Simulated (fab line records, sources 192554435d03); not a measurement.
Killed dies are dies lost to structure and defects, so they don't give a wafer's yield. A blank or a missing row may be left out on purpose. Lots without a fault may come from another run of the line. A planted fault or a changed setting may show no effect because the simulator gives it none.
Split-lot experiment | flow n5_finfet | 7 lots, 21 wafers read, on a route of 1938 steps

THE SPLIT
At N5_BEOL_M2_DESCUM_33 (chemistry O2, time 7 s), the setting time_s was moved away from the recipe's 7 s on 7 of the 21 wafers read, by -10.8% to +17.6%. The other wafers ran this setting at the recipe's value.

FROM THE SPLIT TO THE READING: what the file shows between them, 3 steps
- N5_BEOL_M2_ETCH_77: etches underlayer in N2/H2, target depth 6.5 nm, time 5.2 s
- N5_BEOL_M2_ETCH_69: etches SiARC in CF4, target depth 15.6 nm, time 26 s
- N5_BEOL_M2_ALD_98: deposits SiO2, target thk 2.5 nm, pulse time 1 s, co reactant pulse time 1 s

THE READING
CAR-EUV_of_BEOL_M2_COAT_22.thk_nm (the simulator's own value, which no gauge read), in nm, at N5_BEOL_M2_ETCHBACK_99 (etches SiO2 in CHF3, target depth 5 nm, time 10.4 s). The file gives no usual value for it. The 14 wafers here that ran the recipe average 10.3 nm, standard deviation 0.1 nm.

wafer  | tool, chamber at the split | time_s as run, s | against the recipe | CAR-EUV_of_BEOL_M2_COAT_22.thk_nm, nm | against lot-mates on the recipe
L080.1 | rie_diel-01, 0,1,2         | 7                | recipe             | 10.2                                  | -
L080.2 | rie_diel-01, 0,1,2         | 7                | recipe             | 10.2                                  | -
L080.5 | rie_diel-01, 0,1,2         | 7                | recipe             | 10.2                                  | -
L087.1 | rie_diel-02, 2,1,0         | 7                | recipe             | 10.4                                  | -
L087.4 | rie_diel-02, 2,1,0         | 7                | recipe             | 10.4                                  | -
L087.2 | rie_diel-02, 2,1,0         | 7                | recipe             | 10.2                                  | -
L090.1 | rie_diel-01, 2             | 7                | recipe             | 10.4                                  | -
L090.5 | rie_diel-01, 1             | 7                | recipe             | 10.4                                  | -
L090.6 | rie_diel-01, 2             | 7.647            | +9.2%              | 10.2                                  | -0.2
L091.1 | rie_diel-01, 0             | 6.243            | -10.8%             | 10.6                                  | +0.2
L091.5 | rie_diel-01, 0             | 7                | recipe             | 10.4                                  | -
L091.6 | rie_diel-01, 3             | 6.243            | -10.8%             | 10.8                                  | +0.4
L093.1 | rie_diel-06, 0,2,3         | 7                | recipe             | 10.2                                  | -
L093.2 | rie_diel-06, 0,2,3         | 7                | recipe             | 10.2                                  | -
L093.5 | rie_diel-06, 0,2,3         | 7                | recipe             | 10.2                                  | -
L095.1 | rie_diel-01, 2             | 7                | recipe             | 10.4                                  | -
L095.3 | rie_diel-01, 1,0           | 8.232            | +17.6%             | 9.8                                   | -0.6
L095.6 | rie_diel-01, 1,0           | 8.232            | +17.6%             | 9.8                                   | -0.6
L096.1 | rie_diel-01, 2,1           | 7.668            | +9.5%              | 10                                    | -0.4
L096.6 | rie_diel-01, 2,1           | 7.668            | +9.5%              | 10                                    | -0.4
L096.3 | rie_diel-01, 1             | 7                | recipe             | 10.4                                  | -
Where a row lists several chambers, the file gives one row for several wafers and doesn't say which wafer went through which chamber.

THE FIT
A straight line over all 21 wafers: CAR-EUV_of_BEOL_M2_COAT_22.thk_nm changes by -0.03 nm for each +1% of time_s; r = -0.91; the points scatter about the line by 0.1 nm.
The same after taking each lot's own level away (the mean of its wafers on the recipe; 21 wafers): -0.0327 nm for each +1%; r = -0.97; scatter 0.064 nm.
On that fit, the largest move of time_s shifts the reading by 0.58 nm.
The lots' own levels span 10.20 to 10.40 nm, that is 2.0 times the standard deviation above.
So the lot-to-lot level changes the slope little: the two slopes agree.
Check: with one of the wafers moved furthest among these (+17.6%) left out of the fit, the line predicts -0.581 nm for it against its lot-mates. It came out at -0.6 nm against them.

OTHER SPLITS ON THESE WAFERS
These wafers also went through other splits before the reading. Each is held against what the fit with the lots' levels taken away leaves over:
other split on the same wafers    | wafers away from the commonest value | r with CAR-EUV_of_BEOL_M2_COAT_22.thk_nm (lot level and that fit taken away)
N5_BEOL_M1_HM_DEP_02 target_thk_a | 12                                   | -0.31
N5_BEOL_M1_COAT_73 temp_c         | 10                                   | +0.00
N5_BEOL_M2_ILD_DEP_00 time_s      | 5                                    | +0.11
N5_BEOL_M2_EXPOSE_25 dose_mj      | 4                                    | +0.46

THE WHOLE CHAIN: every reading that the file lists as answering this split, in the file's order
step                   | what it does                                                | reading                                                                            | change (the file's fit)                | r (the file's)
N5_BEOL_M2_DESCUM_33   | chemistry O2, time 7 s                                      | CAR-EUV_of_BEOL_M2_COAT_22.thk_nm (the simulator's own value, which no gauge read) | -0.0338 nm for each +1% of the setting | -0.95
N5_BEOL_M2_ETCH_77     | etches underlayer in N2/H2, target depth 6.5 nm, time 5.2 s | CAR-EUV_of_BEOL_M2_COAT_22.thk_nm (the simulator's own value, which no gauge read) | -0.0293 nm for each +1% of the setting | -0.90
N5_BEOL_M2_ETCHBACK_99 | etches SiO2 in CHF3, target depth 5 nm, time 10.4 s         | CAR-EUV_of_BEOL_M2_COAT_22.thk_nm (the simulator's own value, which no gauge read) | -0.0323 nm for each +1% of the setting | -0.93

THE FILE'S OWN FIT
CAR-EUV_of_BEOL_M2_COAT_22.thk_nm changes by -0.0323 nm for each +1% of time_s, r = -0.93.
